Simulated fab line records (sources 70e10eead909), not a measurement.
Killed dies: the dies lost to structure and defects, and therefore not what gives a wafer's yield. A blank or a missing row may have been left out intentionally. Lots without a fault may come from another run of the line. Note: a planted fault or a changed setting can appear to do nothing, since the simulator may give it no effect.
Which tool is to blame? | flow nandHarc | 21 wafers from 7 lots sampled at 5 of the route's 1159 steps

## WHAT THE GAUGES SHOWED, per wafer
NHARC_END_SORT_01.
lot  | measured     | on        | killedAtPeriphery
L503 | day 21 08:29 | prober-01 | 5 3 2
L507 | day 21 22:43 | prober-01 | 3 4 4
L508 | day 22 22:05 | prober-02 | 5 1 3

## WHAT TOOL EACH LOT RAN ON (gives the tool, then ch and the chambers of the sampled wafers, and finally the start)
lot  | NHARC_A_CHANNEL_HOLE_D1_DEP_00 | NHARC_THIN_TSV_ETCH_15          | NHARC_THIN_TSV_PVD_19                  | NHARC_THIN_TSV_CMP_21
L498 | aclDep-03 ch 0, day 8 19:52    | rieSi-05 ch 1,2, day 19 05:21   | pvdSputter-02, day 19 09:01 or earlier | cmp-03 ch 1,2, day 19 09:01
L502 | aclDep-01 ch 0, day 9 04:18    | rieSi-06 ch 2,3, day 19 23:07   | pvdSputter-02, day 20 02:41 or earlier | cmp-02 ch 0,1,2, day 20 02:41
L503 | aclDep-01 ch 0, day 10 02:35   | rieSi-06 ch 0,2,3, day 20 19:00 | pvdSputter-02, day 20 22:50 or earlier | cmp-02 ch 0,3, day 20 22:50
L507 | aclDep-01 ch 0, day 10 21:44   | -                               | -                                      | -
L508 | aclDep-03 ch 0, day 11 22:41   | rieSi-04 ch 1,3, day 22 06:39   | pvdSputter-03, day 22 10:09 or earlier | cmp-03 ch 1,2, day 22 10:09
L516 | aclDep-03 ch 0, day 13 05:45   | rieSi-06 ch 2,3, day 24 06:11   | pvdSputter-03, day 24 09:53 or earlier | cmp-01 ch 0,2,3, day 24 09:53
L519 | aclDep-02 ch 0, day 13 15:35   | rieSi-06 ch 1,2,3, day 24 14:47 | pvdSputter-03, day 24 18:50 or earlier | cmp-03 ch 0,2,3, day 24 18:50
- NHARC_A_CHANNEL_HOLE_D1_DEP_00: deposits aC, target thk 3100 nm.
- NHARC_THIN_TSV_ETCH_15: target depth 3000 nm, bosch target overetch cycles 2, bosch etch step 2.8 s.
- NHARC_THIN_TSV_PVD_19: deposits TaN, target thk 20 nm.
- NHARC_THIN_TSV_CMP_21: polishes, t overpolish 30 s, target thk 2000 nm.

## THE ANSWER, worked out from the rows above alone
Rule: the usual values come from the lots themselves. The widest of any qualifying gaps counts: lots, ordered by their means at a reading, are off when they make up no more than a third of the lots, leave a main group of 4 or more, and stand apart from it by 3 or more times the standard deviation of that group's means. If all means in a main group match to the digits the tables above print for the reading, that group is not used. Also off: a lot with no number at a reading for which 4 or more lots have one. All remaining lots with rows at the step are treated as sound.
Nothing can be told from this: no lot is off at any reading shown.

## WHAT THE SIMULATOR PUT IN
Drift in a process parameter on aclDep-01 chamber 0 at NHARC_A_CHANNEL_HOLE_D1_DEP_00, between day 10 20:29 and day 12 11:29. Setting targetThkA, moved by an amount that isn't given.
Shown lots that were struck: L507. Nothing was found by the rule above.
